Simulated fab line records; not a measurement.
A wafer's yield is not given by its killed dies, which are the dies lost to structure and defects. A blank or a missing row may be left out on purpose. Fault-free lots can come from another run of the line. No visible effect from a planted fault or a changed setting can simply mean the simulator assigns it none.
The tool behind it: which one?	flow n5-finfet	Sampling: 10 lots, 30 wafers, 5 of 1938 route steps

== WHAT THE GAUGES SHOWED, per wafer ==
N5_BEOL_M4_RC_MEAS_101.
lot	measured	on	CJ_P
L168	day 7 15:10	prober-02	5.89 5.66 5.65
L171	day 9 00:37	prober-01	5.86 5.53 5.78
L172	day 9 07:14	prober-01	5.89 5.81 5.82
L173	day 9 04:34	prober-01	5.83 5.92 6.07
L175	day 9 10:25	prober-01	3.90 5.65 6.06
L176	day 9 12:13	prober-01	3.84 4.11 5.71
L185	day 12 00:12	prober-02	5.81 6.01 5.82
L186	day 12 03:19	prober-01	5.85 5.89 5.97
L188	day 12 19:14	prober-02	6.00 6.04 6.05
L190	day 13 18:52	prober-02	5.90 5.82 6.04

== WHICH TOOL RAN EACH LOT (tool, then ch and the chambers of the sampled wafers, then the start) ==
lot	N5_SD_EPI_P_SD_RECESS_17	N5_BEOL_M4_SPUTTER_86	N5_BEOL_M4_SPUTTER_88	N5_BEOL_M4_SPUTTER_92
L168	rie-si-01 ch 1,2, day 3 08:14	pvd-sputter-01, day 7 12:58	pvd-sputter-01, day 7 13:11	pvd-sputter-01, day 7 13:38
L171	rie-si-06 ch 1,2, day 4 02:51	pvd-sputter-03, day 8 22:16	pvd-sputter-03, day 8 22:29	pvd-sputter-03, day 8 22:55
L172	rie-si-01 ch 0,3, day 4 08:44	pvd-sputter-01, day 9 04:52	pvd-sputter-01, day 9 05:05	pvd-sputter-01, day 9 05:31
L173	rie-si-01 ch 0,3, day 4 15:13	pvd-sputter-02, day 9 01:46	pvd-sputter-02, day 9 01:59	pvd-sputter-02, day 9 02:25
L175	rie-si-01 ch 0,2,3, day 5 02:31	pvd-sputter-01, day 9 07:38	pvd-sputter-01, day 9 07:51	pvd-sputter-01, day 9 08:17
L176	rie-si-01 ch 0,1,3, day 5 06:33	pvd-sputter-02, day 9 09:50	pvd-sputter-02, day 9 10:04	pvd-sputter-02, day 9 10:30
L185	rie-si-02 ch 0,2, day 7 12:42	pvd-sputter-02, day 11 21:53	pvd-sputter-02, day 11 22:06	pvd-sputter-02, day 11 22:32
L186	rie-si-06 ch 0,1,2, day 7 21:12	pvd-sputter-02, day 12 01:05	pvd-sputter-02, day 12 01:19	pvd-sputter-02, day 12 01:45
L188	rie-si-01 ch 0,1,3, day 8 09:34	pvd-sputter-03, day 12 16:40	pvd-sputter-03, day 12 16:53	pvd-sputter-03, day 12 17:20
L190	rie-si-02 ch 2,3, day 8 20:22	pvd-sputter-01, day 13 16:40	pvd-sputter-01, day 13 16:53	pvd-sputter-01, day 13 17:20
- N5_SD_EPI_P_SD_RECESS_17: chemistry HBr/Cl2/O2, target depth 39.1 nm, bt time 3 s.
- N5_BEOL_M4_SPUTTER_86: material Cu, target thk 4.5 nm, time 8.29 s.
- N5_BEOL_M4_SPUTTER_88: material Cu, target thk 4.5 nm, time 8.29 s.
- N5_BEOL_M4_SPUTTER_92: material Cu, target thk 4.5 nm, time 8.29 s.

== THE ANSWER, worked out from the rows above alone ==
Rule: the lots themselves supply what counts as usual. The widest of any qualifying gaps counts: lots, ordered by their means at a reading, are off when they make up no more than a third of the lots, leave a main group of 4 or more, and stand apart from it by 3 or more times the standard deviation of that group's means. Not used: any main group whose means are identical at the precision the tables above print for the reading. A lot without any number at a reading at which 4 lots or more have one is off too. All remaining lots with rows at the step are treated as sound.
Off: at N5_BEOL_M4_RC_MEAS_101 (CJ_P), L175, L176. The main group: mean 5.87, standard deviation 0.097.
If a tool, at a process step before that reading, ran all the lots that are off and no sound lot after the first of them, it fits. Those tools and the gauges at N5_BEOL_M4_RC_MEAS_101 are tried in the same way. No candidate that was tried fits.

== WHAT THE SIMULATOR PUT IN ==
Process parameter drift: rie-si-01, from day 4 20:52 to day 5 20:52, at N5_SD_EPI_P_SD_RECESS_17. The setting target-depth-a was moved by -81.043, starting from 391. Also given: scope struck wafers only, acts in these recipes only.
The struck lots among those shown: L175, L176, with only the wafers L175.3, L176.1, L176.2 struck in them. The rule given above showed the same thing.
